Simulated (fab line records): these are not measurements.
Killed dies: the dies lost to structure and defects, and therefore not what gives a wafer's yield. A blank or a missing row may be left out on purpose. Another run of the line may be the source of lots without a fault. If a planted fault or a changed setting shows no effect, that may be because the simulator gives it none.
Which tool was responsible? -- flow nandHarc -- Sampling: 15 lots, 45 wafers, 5 of 1302 route steps

## WHAT EACH GAUGE READ, for each wafer
NHARC_P_ZERO_WELL_CD_MEAS_24 targets a cd of 720 nm.
lot,measured,on,cdNm (nm)
L547,day 1 22:35,cdSem-02,719.8 718.7 720.3
L548,day 2 08:40,cdSem-02,721.3 719.8 720.9
L549,day 2 18:27,cdSem-02,720.0 721.1 719.8
L550,day 3 04:41,cdSem-03,717.6 717.5 719.1
L551,day 3 14:28,cdSem-02,719.2 719.1 721.8
L552,day 4 00:27,cdSem-03,720.5 719.8 718.6
L553,day 4 10:34,cdSem-01,721.0 719.9 721.8
L554,day 4 20:28,cdSem-01,720.6 720.4 721.2
L555,day 5 06:41,cdSem-02,718.2 718.6 718.6
L557,day 6 02:34,cdSem-01,719.0 718.9 718.8
L564,day 9 00:36,cdSem-02,718.9 719.5 719.2
L567,day 10 06:34,cdSem-02,721.2 721.0 720.5
L568,day 10 16:36,cdSem-03,719.9 719.6 720.3
L569,day 11 02:34,cdSem-02,718.1 716.7 718.7
L570,day 11 12:37,cdSem-02,720.6 720.9 720.2

NHARC_P_ZERO_WELL_INSPECT_43.
lot,measured,on,rawDefectCount
L547,day 2 03:37,defectInspect-01,15 14 11
L548,day 2 13:51,defectInspect-02,12 12 4
L549,day 2 23:25,defectInspect-02,18 14 13
L550,day 3 10:02,defectInspect-01,16 10 7
L551,day 3 19:26,defectInspect-01,7 7 8
L552,day 4 05:27,defectInspect-02,17 8 11
L553,day 4 15:33,defectInspect-01,11 17 11
L554,day 5 01:33,defectInspect-01,14 10 8
L555,day 5 11:37,defectInspect-02,22 23 20
L557,day 6 07:32,defectInspect-02,26 11 14
L564,day 9 05:35,defectInspect-01,29 26 23
L567,day 10 12:15,defectInspect-02,12 7 7
L568,day 10 21:37,defectInspect-02,14 21 15
L569,day 11 07:41,defectInspect-02,10 5 17
L570,day 11 17:36,defectInspect-02,15 9 5

NHARC_P_STI_INSPECT_25.
lot,measured,on,rawDefectCount
L547,day 4 08:14,defectInspect-01,128 228 255
L548,day 4 08:13,defectInspect-02,230 167 176
L549,day 4 19:02,defectInspect-01,363 304 215
L550,day 5 05:39,defectInspect-01,173 123 110
L551,day 5 15:55,defectInspect-01,289 225 279
L552,day 6 01:50,defectInspect-01,193 263 228
L553,day 6 17:40,defectInspect-01,170 174 345
L554,day 7 00:19,defectInspect-01,212 156 288
L555,day 7 09:24,defectInspect-01,272 330 228
L557,day 8 10:49,defectInspect-01,127 216 150
L564,day 11 04:29,defectInspect-02,108 249 187
L567,day 12 13:14,defectInspect-02,372 205 291
L568,day 12 21:17,defectInspect-02,532 420 305
L569,day 13 03:31,defectInspect-02,161 146 168
L570,day 13 16:12,defectInspect-02,346 127 234

NHARC_END_SORT_01.
lot,measured,on,killedAtArray,killedAtOther,killedAtPeriphery,killedDies,killedOpen,killedShort
L564,day 31 03:14,prober-02,28 23 23,0 0 4,0 0 0,28 23 27,1 5 1,1 2 1

## WHICH TOOL RAN EACH LOT (tool, then ch and the chambers of the sampled wafers, then the start)
lot,NHARC_P_STI_HDPCVD_20
L547,"hdpcvd-01 ch 0,1, day 3 15:52"
L548,"hdpcvd-01 ch 0,1, day 3 16:26"
L549,"hdpcvd-01 ch 0,1, day 4 02:01"
L550,"hdpcvd-01 ch 0,1, day 4 12:29"
L551,"hdpcvd-01 ch 0,1, day 4 22:27"
L552,"hdpcvd-01 ch 0,1, day 5 09:16"
L553,"hdpcvd-01 ch 0,1, day 5 20:16"
L554,"hdpcvd-01 ch 0, day 6 01:25"
L555,"hdpcvd-01 ch 1, day 6 16:47"
L557,"hdpcvd-01 ch 0,1, day 7 15:14"
L564,"hdpcvd-01 ch 0,1, day 10 08:21"
L567,"hdpcvd-01 ch 0,1, day 11 17:11"
L568,"hdpcvd-01 ch 0,1, day 12 03:14"
L569,"hdpcvd-01 ch 0,1, day 12 09:32"
L570,"hdpcvd-01 ch 0,1, day 12 23:10"
- NHARC_P_STI_HDPCVD_20: deposits SiO2.

## AS READ BY THE TOOLS THEMSELVES (means over the sampled wafers that have a number; for cases with no such wafer, the mark the record gives instead)
The record holds no such reading with a usual standard deviation.

## THE ANSWER, worked out from the rows above alone
Rule: what is usual is taken from the lots themselves. The widest of any qualifying gaps counts: lots, ordered by their means at a reading, are off when they make up no more than a third of the lots, leave a main group of 4 or more, and stand apart from it by 3 or more times the standard deviation of that group's means. A main group is skipped when, at the precision printed for the reading in the tables above, its means are all equal. Also off: a lot with no number at a reading for which 4 or more lots have one. Any other lot the step has rows for is counted as sound. First the gauges in route order, then the tools' own readings, where a lot's mean is used as printed above. At the first step where some lot is off, the reading lying furthest off is the one used; lots without a number count as furthest.
No lot is off at any reading shown: from this, nothing can be told.

## WHAT THE SIMULATOR HAD INSERTED
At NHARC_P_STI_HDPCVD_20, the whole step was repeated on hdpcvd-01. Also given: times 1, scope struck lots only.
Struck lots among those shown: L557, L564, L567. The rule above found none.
